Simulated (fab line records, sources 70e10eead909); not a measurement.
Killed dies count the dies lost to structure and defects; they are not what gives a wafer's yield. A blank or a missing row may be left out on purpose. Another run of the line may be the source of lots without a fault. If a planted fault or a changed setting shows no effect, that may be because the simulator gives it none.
Which tool did it? | flow nand_harc | Sampling: 11 lots, 33 wafers, 5 of 1302 route steps

== WHAT THE GAUGES SHOWED, per wafer ==
NHARC_END_SORT_01.
lot  | measured     | on        | killed_at_array
L347 | day 33 04:47 | prober-02 | 155 136 192
L350 | day 31 06:34 | prober-01 | 134 77 137
L349 | day 33 20:13 | prober-01 | 165 168 122

== TOOL THAT RAN EACH LOT (tool first, then ch and the chambers of the sampled wafers, then the start) ==
lot  | NHARC_A_CHANNEL_HOLE_D2_ETCH_23  | NHARC_A_CHANNEL_FILL_D2_STRIP_29   | NHARC_A_STAIRCASE_ETCH_169         | NHARC_A_STAIRCASE_STRIP_171
L334 | har_etch-01 ch 0,1, day 14 09:47 | rie_diel-13 ch 0,2,3, day 16 08:51 | rie_diel-06 ch 0,2,3, day 16 17:00 | plasma_asher-01 ch 0,1, day 16 17:22
L339 | har_etch-02 ch 1, day 15 02:20   | rie_diel-13 ch 1,2,3, day 16 23:34 | rie_diel-06 ch 1,2,3, day 17 07:10 | plasma_asher-01 ch 0,1, day 17 07:31
L340 | har_etch-01 ch 0,1, day 15 18:15 | rie_diel-08 ch 1,2, day 17 16:21   | rie_diel-02 ch 0,1, day 17 23:48   | plasma_asher-02 ch 0,1, day 18 00:07
L343 | har_etch-01 ch 0,1, day 17 00:44 | rie_diel-13 ch 0,2,3, day 19 02:49 | rie_diel-02 ch 1,3, day 19 10:21   | plasma_asher-01 ch 0,1, day 19 10:40
L345 | har_etch-02 ch 0,1, day 17 20:40 | rie_diel-13 ch 2,3, day 19 19:53   | rie_diel-02 ch 1,2, day 20 03:28   | plasma_asher-02 ch 0,1, day 20 03:53
L348 | har_etch-02 ch 0,1, day 19 13:05 | rie_diel-08 ch 0,1,3, day 21 11:08 | rie_diel-06 ch 0,2,3, day 21 18:32 | plasma_asher-01 ch 0,1, day 21 18:45
L347 | har_etch-01 ch 0,1, day 19 14:11 | rie_diel-13 ch 1,2,3, day 21 11:03 | rie_diel-04 ch 1,2, day 21 20:40   | plasma_asher-02 ch 0,1, day 21 20:53
L350 | har_etch-02 ch 0,1, day 19 20:49 | rie_diel-13 ch 0,1,3, day 21 19:09 | rie_diel-02 ch 0,1,2, day 22 07:11 | plasma_asher-01 ch 0,1, day 22 07:26
L349 | har_etch-01 ch 0,1, day 19 21:32 | rie_diel-13 ch 0,1,2, day 21 22:45 | rie_diel-04 ch 0,1,3, day 22 07:20 | plasma_asher-01 ch 0,1, day 22 08:12
L357 | har_etch-01 ch 0,1, day 22 19:01 | rie_diel-08 ch 1,2,3, day 24 17:47 | rie_diel-06 ch 0,1,2, day 25 01:11 | plasma_asher-02 ch 0,1, day 25 01:27
L356 | har_etch-01 ch 0,1, day 22 23:16 | rie_diel-13 ch 0,1,3, day 24 21:14 | rie_diel-06 ch 0,1,2, day 25 04:37 | plasma_asher-01 ch 0,1, day 25 04:59
- NHARC_A_CHANNEL_HOLE_D2_ETCH_23: etches the open film in C4F8/O2/Ar, time 819 s, target depth 1600 nm.
- NHARC_A_CHANNEL_FILL_D2_STRIP_29: strips in O2, time 20 s.
- NHARC_A_STAIRCASE_ETCH_169: etches the open film in CH3F/O2, target depth 50 nm, time 107.1 s.
- NHARC_A_STAIRCASE_STRIP_171: strips in O2.

== THE ANSWER, worked out from the rows above alone ==
Rule: the lots themselves supply what counts as usual. Put in order of their means at a reading, lots are off if they are a third of the lots or fewer, leave a main group of 4 or more, and stand apart from it by a gap of 3 or more times the standard deviation of the main group's means; of several such gaps the widest counts. If all means in a main group match to the digits the tables above print for the reading, that group is not used. Also off: a lot with no number at a reading for which 4 or more lots have one. The other lots that the step has rows for count as sound.
None of the lots is off at any reading shown; this tells nothing.

== WHAT HAD BEEN PUT IN BY THE SIMULATOR ==
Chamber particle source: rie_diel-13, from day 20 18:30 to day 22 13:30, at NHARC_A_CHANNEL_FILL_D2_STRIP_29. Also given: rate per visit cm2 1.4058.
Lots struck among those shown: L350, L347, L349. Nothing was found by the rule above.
